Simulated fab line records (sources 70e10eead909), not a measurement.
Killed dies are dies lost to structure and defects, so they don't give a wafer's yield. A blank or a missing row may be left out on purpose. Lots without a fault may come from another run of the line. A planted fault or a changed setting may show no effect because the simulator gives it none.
fab line records | flow nandHarc
record lots=12 wafers=36 lastDay=34
route steps=1302 shown A_M0@1149 END@1302
lots that met no fault: taken from a fault-free run of the same line
startH: start of the lot's first displayed wafer, in hours after the record's first day | waitH: time in hours since the lot's previous step | " the same as in the row above | L1.1+2: several wafers, shown together as one row | - no value present, or no start provided | * or withheld: withheld | < > ~ a bound
route shown NAME@n: a module of which the file shows steps, and the number in the route of the first | usual: mean/standard deviation taken from wafers without a fault | same: alike in all rows | chamber/n: place in a boat | sites: each site's reading | _std_site: their standard deviation | _edge_site: inner sites' mean taken away from outer sites' mean | radiusMm: for every site, how far away it sits from the centre of the wafer | mask NAME#n: copy n | behind: the tool/chamber that last shaped the wafer | hold: reason for holding the lot/hours on hold/outcome of the hold | device: the transistor (n, p or np) that didn't switch | end of line: tests run on the same wafers once the route is complete | for a step that has no rows: nothing shown but its recipe | killed: count of dies lost to structure and defects at first sort (not the wafer's yield) | map: shows each die of a wafer: x if killed, . if not, _ if none is there
set.NAME: the setting the step ran with; set.NAME@STEP: the setting that earlier step ran with | model.NAME: the simulator's own value behind a step, which no gauge read
the route's steps for a sample of lots (tables are steps, rows are wafers)
services: when a tool's chamber went out of use (startH, in hours from the record's first day, below 0 if earlier), for how many hours, and the reason
## steps
# step NHARC_A_M0_INSPECT_11
# usual rawDefectCount=80/27
# columns lot.wafer tool chamber startH waitH rawDefectCount
L555.1 defectInspect-02 - 525.71 0.0 118
L555.2 " - " " 114
L555.4 " - " " 98
L556.1 defectInspect-02 - 531.76 0.0 110
L556.2 " - " " 121
L556.5 " - " " 113
L557.1 defectInspect-01 - 532.80 0.0 53
L557.2 " - " " 73
L557.4 " - " " 64
L558.1 defectInspect-01 - 545.66 0.0 63
L558.2 " - " " 62
L558.4 " - " " 56
L560.1 defectInspect-02 - 563.04 0.0 109
L560.2 " - " " 91
L560.4 " - " " 115
L561.2 defectInspect-01 - 579.86 0.0 115
L561.3 " - " " 113
L561.5 " - " " 107
L562.4 defectInspect-02 - 597.21 0.0 34
L562.5 " - " " 25
L562.6 " - " " 33
L567.1 defectInspect-01 - 652.84 0.0 83
L567.3 " - " " 82
L567.4 " - " " 80
L571.1 defectInspect-02 - 680.54 0.0 75
L571.3 " - " " 75
L571.4 " - " " 88
L575.1 defectInspect-01 - 708.48 0.0 109
L575.3 " - " " 135
L575.4 " - " " 115
L576.2 defectInspect-01 - 726.29 0.0 86
L576.4 " - " " 88
L576.5 " - " " 81
L578.1 defectInspect-01 - 768.86 0.0 54
L578.3 " - " " 44
L578.5 " - " " 53
# step NHARC_A_M0_STRIP_18
# recipe powerW=1000 n2FlowSccm=150 h2FlowSccm=150 arFlowSccm=0 biasW=0 chemistry=N2/H2
# usual drypumpMotorCurrentA=5.5/0.5 oesProductAu=1.003/0.01 rfVppV=90.7/1 showerheadPlenumPTorr=2.06/0.094 throttleValvePct=14.172/0.0095
# columns lot.wafer tool chamber startH waitH drypumpMotorCurrentA oesProductAu rfHoursCounterH rfVppV showerheadPlenumPTorr throttleValvePct
L555.1 rieDiel-09 1 526.14 0.1 5.7 0.995 0.6 89.3 2.00 14.176
L555.4 " 2 " " 5.3 1.018 0.7 91.5 2.15 14.193
L555.2 " 3 " " 4.9 1.008 0.8 91.7 2.12 14.164
L556.2 rieDiel-10 2 532.24 0.1 5.0 1.011 7.8 91.6 2.18 14.178
L556.1 " 0 " " 6.6 1.022 7.8 90.6 2.01 14.163
L556.5 " 3 " " 5.2 0.994 - 90.5 2.19 14.175
L557.2 rieDiel-09 3 533.31 0.1 4.9 1.015 1.1 89.9 2.12 14.173
L557.1 " 0 " " 5.5 0.990 1.0 89.8 1.94 14.177
L557.4 " 2 " " 5.3 1.016 - 91.5 2.15 14.172
L558.2 rieDiel-09 0 546.23 0.1 5.5 1.004 1.7 90.1 1.94 14.173
L558.1 " 3 " " 4.9 1.001 1.8 92.3 2.12 14.192
L558.4 " 3 " " 4.9 1.017 - 90.6 2.12 14.177
L560.2 rieDiel-10 2 563.51 0.1 5.0 1.011 9.7 91.5 2.18 14.177
L560.1 " 3 " " 5.2 0.985 9.8 92.8 2.19 14.193
L560.4 " 0 " " 6.7 1.010 9.9 88.9 2.01 14.180
L561.3 rieDiel-08 2 580.30 0.1 5.7 0.997 3.4 90.7 2.13 14.168
L561.2 " 0 " " 5.1 0.988 2.7 89.5 1.97 14.170
L561.5 " 2 " " 5.7 1.004 - 91.3 2.13 14.168
L562.4 rieDiel-09 2 597.68 0.1 5.3 1.013 3.4 90.2 2.15 14.168
L562.6 " 1 " " 5.7 1.006 - 89.5 2.00 14.170
L562.5 " 2 " " 5.3 1.017 - 90.6 2.15 14.170
L567.1 rieDiel-10 1 653.32 0.1 5.4 1.006 1.9 88.5 1.91 14.188
L567.4 " 2 " " 5.0 1.013 2.1 91.5 2.18 14.191
L567.3 " 3 " " 5.2 1.000 2.8 90.6 2.18 14.180
L571.3 rieDiel-08 3 681.03 0.1 5.3 0.999 9.6 90.3 2.07 14.147
L571.4 " 0 " " 5.1 0.997 8.3 89.8 1.97 14.179
L571.1 " 1 " " 6.2 0.992 8.9 90.2 2.06 14.166
L575.1 rieDiel-10 0 708.92 0.1 6.7 1.012 4.6 90.1 2.01 14.153
L575.4 " 1 " " 5.4 1.001 4.4 89.3 1.91 14.179
L575.3 " 2 " " 5.0 1.013 4.4 90.6 2.18 14.181
L576.2 rieDiel-09 2 726.73 0.1 5.3 1.016 2.7 91.2 2.15 14.163
L576.4 " 3 " " 4.9 1.004 2.3 91.5 2.12 14.164
L576.5 " 2 " " 5.3 1.019 - 92.3 2.15 14.168
L578.1 rieDiel-09 2 769.30 0.1 5.4 1.019 4.7 90.3 2.14 14.164
L578.3 " 3 " " 4.9 1.001 4.3 92.1 2.12 14.168
L578.5 " 3 " " 4.9 0.998 - 89.9 2.12 14.193
# step NHARC_A_M0_PVD_21
# recipe targetThkA=300 chamberPressurePa=5 powerW=5000 substrateTempC=30 timeS=20.49 material=Cu
# usual chamberPressurePa=5.000/0.01 throttleValvePct=29.9/0.81
# columns lot.wafer tool chamber startH waitH chamberPressurePa throttleValvePct
L555.1 pvdSputter-02 - - - 5.002 30.7
L555.4 " - " " 4.992 29.3
L555.2 " - " " 4.996 28.9
L556.2 pvdSputter-02 - - - 5.001 28.5
L556.1 " - " " 4.985 30.5
L556.5 " - " " 4.998 31.2
L557.2 pvdSputter-01 - - - 4.981 28.5
L557.4 " - " " 5.001 30.1
L557.1 " - " " 5.004 30.9
L558.2 pvdSputter-01 - - - 4.996 28.4
L558.1 " - " " 5.001 30.0
L558.4 " - " " 5.015 29.5
L560.2 pvdSputter-02 - - - 4.989 31.4
L560.4 " - " " 5.002 28.9
L560.1 " - " " 4.993 28.7
L561.3 pvdSputter-03 - - - 4.997 30.0
L561.2 " - " " 4.989 28.8
L561.5 " - " " 4.992 29.7
L562.4 pvdSputter-02 - - - 5.013 28.9
L562.5 " - " " 4.995 31.3
L562.6 " - " " 5.002 30.9
L567.4 pvdSputter-02 - - - 5.005 30.8
L567.3 " - " " 5.024 30.1
L567.1 " - " " 5.010 29.6
L571.1 pvdSputter-02 - - - 4.993 30.1
L571.4 " - " " 4.996 29.4
L571.3 " - " " 5.008 28.9
L575.4 pvdSputter-01 - - - 5.017 30.3
L575.1 " - " " 4.995 30.2
L575.3 " - " " 4.996 30.4
L576.4 pvdSputter-01 - - - 4.997 30.5
L576.2 " - " " 4.999 28.9
L576.5 " - " " 5.010 30.4
L578.3 pvdSputter-02 - - - 5.007 29.5
L578.1 " - " " 5.003 30.7
L578.5 " - " " 5.010 29.3
# step NHARC_A_M0_CMP_23
# recipe tOverpolishS=20 targetThkNm=113.75
# usual motorCurrentA=12.2/1 padLifeWafers=204/110 slurryFlowMlMin=150.0/0.47 timeToEndpointS=27.4/2.9
# columns lot.wafer tool chamber startH waitH motorCurrentA padLifeWafers slurryFlowMlMin timeToEndpointS
L555.2 cmp-03 2 527.93 - 14.0 253 150.0 27.6
L555.4 " 3 " " 12.4 254 150.7 30.6
L555.1 " 0 " " 12.0 255 149.5 25.6
L556.1 cmp-04 2 533.92 - 14.0 122 150.4 21.8
L556.2 " 3 " " 11.4 123 149.4 20.4
L556.5 " 0 " " 11.6 - 149.9 27.3
L557.2 cmp-04 1 534.94 - 10.8 126 150.7 29.4
L557.1 " 3 " " 11.6 128 150.3 24.0
L557.4 " 0 " " 11.3 129 149.4 29.0
L558.2 cmp-02 0 548.00 - 12.0 96 149.3 30.1
L558.1 " 1 " " 11.7 97 150.4 35.0
L558.4 " 3 " " 12.3 99 149.6 28.7
L560.4 cmp-04 2 565.11 - 14.3 270 149.9 25.3
L560.1 " 0 " " 11.0 272 150.3 28.1
L560.2 " 1 " " 11.6 273 149.9 25.3
L561.3 cmp-04 0 581.97 - 10.8 319 150.1 28.8
L561.2 " 2 " " 14.0 321 150.7 22.9
L561.5 " 3 " " 11.0 - 149.6 25.8
L562.4 cmp-04 2 599.28 - 14.7 372 150.3 26.4
L562.6 " 2 " " 13.4 - 150.1 25.4
L562.5 " 3 " " 11.3 - 150.3 22.9
L567.3 cmp-02 0 654.98 - 12.1 132 150.2 26.7
L567.4 " 1 " " 12.1 133 148.5 16.2
L567.1 " 2 " " 11.9 134 150.1 25.4
L571.4 cmp-04 0 682.66 - 10.5 330 150.7 26.7
L571.1 " 1 " " 11.5 331 150.7 24.0
L571.3 " 3 " " 11.3 333 150.1 20.7
L575.3 cmp-03 3 710.64 - 12.7 175 149.5 31.4
L575.4 " 0 " " 11.9 176 150.0 28.6
L575.1 " 1 " " 12.8 177 149.9 25.3
L576.4 cmp-03 2 728.35 - 14.2 222 149.9 28.6
L576.2 " 0 " " 11.6 224 150.0 28.0
L576.5 " 3 " " 12.1 - 149.6 29.8
L578.1 cmp-03 2 771.01 - 14.4 24 149.6 27.6
L578.3 " 3 " " 12.2 25 150.9 31.3
L578.5 " 2 " " 13.7 - 150.4 26.9
# step NHARC_END_SORT_01
# recipe tempC=25
# usual defectLimitedYield=91.3/2.2 killedAtArray=55/15 killedAtOther=1.0/1.2 killedAtPeriphery=3.4/2.2 killedDies=59/15 killedOpen=3.2/2 killedShort=2.5/1.7
# same grossDies=677
# columns lot.wafer tool chamber startH waitH defectLimitedYield[%] killedAtArray killedAtOther killedAtPeriphery killedDies killedOpen killedShort
L556.1 prober-01 0 570.42 2.5 89.2 68 3 2 73 4 2
L556.2 prober-01 0 571.22 2.8 89.2 71 2 0 73 4 2
L556.5 prober-01 0 573.59 3.7 89.8 62 2 5 69 3 2
L567.1 prober-01 0 696.22 2.5 91.9 54 1 0 55 4 0
L567.3 prober-01 0 697.82 3.1 89.5 66 0 5 71 4 6
L567.4 prober-01 0 698.62 3.4 90.7 60 2 1 63 4 1
L575.1 prober-02 0 746.17 2.5 89.8 63 2 4 69 7 2
L575.3 prober-02 0 747.79 3.1 87.3 83 1 2 86 2 4
L575.4 prober-02 0 748.59 3.4 91.1 58 0 2 60 5 1
L576.2 prober-01 0 773.52 2.8 91.0 56 1 4 61 0 5
L576.4 prober-01 0 775.10 3.4 88.3 69 4 6 79 4 3
L576.5 prober-01 0 775.89 3.7 90.0 61 2 5 68 5 3
L578.1 prober-02 0 807.85 2.5 93.6 37 0 6 43 4 2
L578.3 prober-02 0 809.45 3.1 94.2 37 0 2 39 2 5
L578.5 prober-02 0 811.06 3.7 92.3 45 0 7 52 3 2
# killed by level:class
L556.1 A_CHANNEL_HOLE_D2:chamberFilmFlake=33 A_CHANNEL_HOLE_D1:chamberFilmFlake=18 A_CONTACT:chamberFilmFlake=4 THIN_TSV:chamberFilmFlake=3 A_M0:geometricParticle:open=2 A_STAIRCASE:chamberFilmFlake=2 A_SGD_CUT:chamberFilmFlake=2 A_ONON_D1:geometricParticle:open=1
L556.2 A_CHANNEL_HOLE_D1:chamberFilmFlake=36 A_CHANNEL_HOLE_D2:chamberFilmFlake=13 A_CONTACT:chamberFilmFlake=6 A_STAIRCASE:chamberFilmFlake=5 A_BONDPAD:chamberFilmFlake=3 A_ONON_D1:geometricParticle:open=2 THIN_TSV:chamberFilmFlake=2 A_ONON_D2:geometricParticle:short=1
L556.5 A_CHANNEL_HOLE_D2:chamberFilmFlake=35 A_CHANNEL_HOLE_D1:chamberFilmFlake=15 A_CONTACT:chamberFilmFlake=3 A_BONDPAD:chamberFilmFlake=3 P_CONTACT:geometricParticle:open=2 P_ZERO_WELL:chamberFilmFlake=2 THIN_TSV:chamberFilmFlake=2 P_GATE:geometricParticle:open=1
L567.1 A_SLIT:chamberFilmFlake=31 A_CHANNEL_HOLE_D1:chamberFilmFlake=7 A_CHANNEL_FILL_D2:chamberFilmFlake=4 A_ONON_D1:geometricParticle:open=2 A_CHANNEL_FILL_D1:chamberFilmFlake=2 A_STAIRCASE:chamberFilmFlake=2 A_CHANNEL_FILL_D1:geometricParticle:open=1 A_DECK1_JOINT:geometricParticle:open=1
L567.3 A_SLIT:chamberFilmFlake=32 A_CHANNEL_HOLE_D1:chamberFilmFlake=7 A_CHANNEL_FILL_D2:chamberFilmFlake=7 A_STAIRCASE:chamberFilmFlake=5 A_ONON_D1:geometricParticle:open=2 A_ONON_D1:geometricParticle:short=2 A_CONTACT:chamberFilmFlake=2 P_GATE:chamberFilmFlake=2
L567.4 A_SLIT:chamberFilmFlake=33 A_CONTACT:chamberFilmFlake=10 A_CHANNEL_HOLE_D1:chamberFilmFlake=8 A_STAIRCASE:chamberFilmFlake=4 A_CHANNEL_FILL_D1:geometricParticle:open=2 THIN_TSV:chamberFilmFlake=2 A_ONON_D1:geometricParticle:open=1 A_SGD_CUT:geometricParticle:open=1
L575.1 A_SLIT:chamberFilmFlake=34 A_CHANNEL_HOLE_D1:chamberFilmFlake=15 A_CONTACT:chamberFilmFlake=6 A_CHANNEL_FILL_D2:geometricParticle:open=2 THIN_TSV:chamberFilmFlake=2 P_CONTACT:geometricParticle:open=1 P_M0:geometricParticle:open=1 P_M1:geometricParticle:open=1
L575.3 A_SLIT:chamberFilmFlake=37 A_CHANNEL_HOLE_D1:chamberFilmFlake=33 A_CONTACT:chamberFilmFlake=5 A_WL_FILL:geometricParticle:short=2 P_CONTACT:geometricParticle:open=1 A_ONON_D1:geometricParticle:short=1 A_DECK1_JOINT:geometricParticle:short=1 A_WL_FILL:geometricParticle:open=1
L575.4 A_SLIT:chamberFilmFlake=29 A_CHANNEL_HOLE_D1:chamberFilmFlake=14 A_CONTACT:chamberFilmFlake=6 A_BLC:geometricParticle:open=2 A_DECK1_JOINT:chamberFilmFlake=2 P_M0:geometricParticle:open=1 A_CHANNEL_HOLE_D2:geometricParticle:open=1 A_CHANNEL_FILL_D2:geometricParticle:open=1
L576.2 A_SLIT:chamberFilmFlake=27 A_CHANNEL_HOLE_D1:chamberFilmFlake=15 A_CONTACT:chamberFilmFlake=6 P_M2:chamberFilmFlake=2 P_M0:geometricParticle:short=1 A_ONON_D1:geometricParticle:short=1 A_CHANNEL_HOLE_D2:geometricParticle:short=1 A_SGD_CUT:geometricParticle:short=1
L576.4 A_SLIT:chamberFilmFlake=36 A_CHANNEL_HOLE_D1:chamberFilmFlake=21 THIN_TSV:chamberFilmFlake=4 A_CONTACT:chamberFilmFlake=4 P_GATE:chamberFilmFlake=2 P_M2:chamberFilmFlake=2 P_GATE:geometricParticle:open=1 P_M0:geometricParticle:open=1
L576.5 A_SLIT:chamberFilmFlake=30 A_CHANNEL_HOLE_D1:chamberFilmFlake=20 P_M2:chamberFilmFlake=4 A_CONTACT:chamberFilmFlake=3 THIN_TSV:chamberFilmFlake=2 A_CHANNEL_HOLE_D1:geometricParticle:open=1 P_M0:geometricParticle:open=1 A_SOURCE_PLATE:geometricParticle:open=1
L578.1 A_CHANNEL_HOLE_D1:chamberFilmFlake=18 A_SLIT:chamberFilmFlake=6 A_CONTACT:chamberFilmFlake=5 P_CONTACT:chamberFilmFlake=4 A_CHANNEL_HOLE_D2:chamberFilmFlake=2 P_CONTACT:geometricParticle:open=1 P_M0:geometricParticle:open=1 A_ONON_D2:geometricParticle:short=1
L578.3 A_CHANNEL_HOLE_D1:chamberFilmFlake=21 A_SLIT:chamberFilmFlake=5 A_DECK1_JOINT:geometricParticle:short=2 A_CHANNEL_HOLE_D2:chamberFilmFlake=2 A_CONTACT:chamberFilmFlake=2 P_GATE:geometricParticle:open=1 A_CHANNEL_FILL_D1:geometricParticle:short=1 A_DECK1_JOINT:geometricParticle:open=1
L578.5 A_CHANNEL_HOLE_D1:chamberFilmFlake=19 A_SLIT:chamberFilmFlake=12 A_CONTACT:chamberFilmFlake=6 P_CONTACT:chamberFilmFlake=5 A_DECK1_JOINT:geometricParticle:short=2 A_DECK1_JOINT:chamberFilmFlake=2 P_CONTACT:geometricParticle:open=1 A_CHANNEL_FILL_D1:geometricParticle:open=1
## services
# columns tool chamber startH hours kind
cmp-04 - 503.00 4.0 pm
rieDiel-09 - 525.22 0.2 repair
rieDiel-09 - 529.65 0.7 repair
rieDiel-09 2 545.26 13.2 repair
cmp-03 - 554.07 4.0 pm
pvdSputter-01 - 582.02 10.0 pm
rieDiel-10 - 596.50 9.0 pm
cmp-04 - 601.10 4.0 pm
cmp-03 - 612.72 0.8 repair
cmp-04 - 624.16 0.5 repair
pvdSputter-02 - 638.01 10.0 pm
cmp-03 - 650.23 5.0 repair
cmp-04 - 653.48 1.7 repair
cmp-03 - 662.43 0.7 repair
rieDiel-09 - 674.10 9.0 pm
cmp-04 - 688.39 4.1 repair
rieDiel-10 0 692.68 4.7 repair
cmp-04 - 699.10 4.0 pm
cmp-03 - 702.68 0.9 repair
rieDiel-10 1 709.16 4.5 repair
rieDiel-10 0 711.09 4.5 repair
rieDiel-09 1 717.98 3.8 repair
rieDiel-09 1 727.74 8.5 repair
cmp-03 - 741.77 8.8 repair
## key
firstSign step=NHARC_A_M0_CMP_23 reading=timeToEndpointS direction=down sigmas=3.9 usual=* struck=*
effect none on later readings
metAt NHARC_A_M0_CMP_23
struckLots L567
struckWafers L567.4
notActingAt NHARC_A_M0_INSPECT_11,NHARC_A_M0_STRIP_18,NHARC_A_M0_PVD_21
onsetBetween 548.00 654.98
fault kind=processParameterDrift tool=cmp-02 chamber=1 onsetH=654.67 steps=NHARC_A_M0_CMP_23 channel=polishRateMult offset=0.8 shape=step endH=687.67
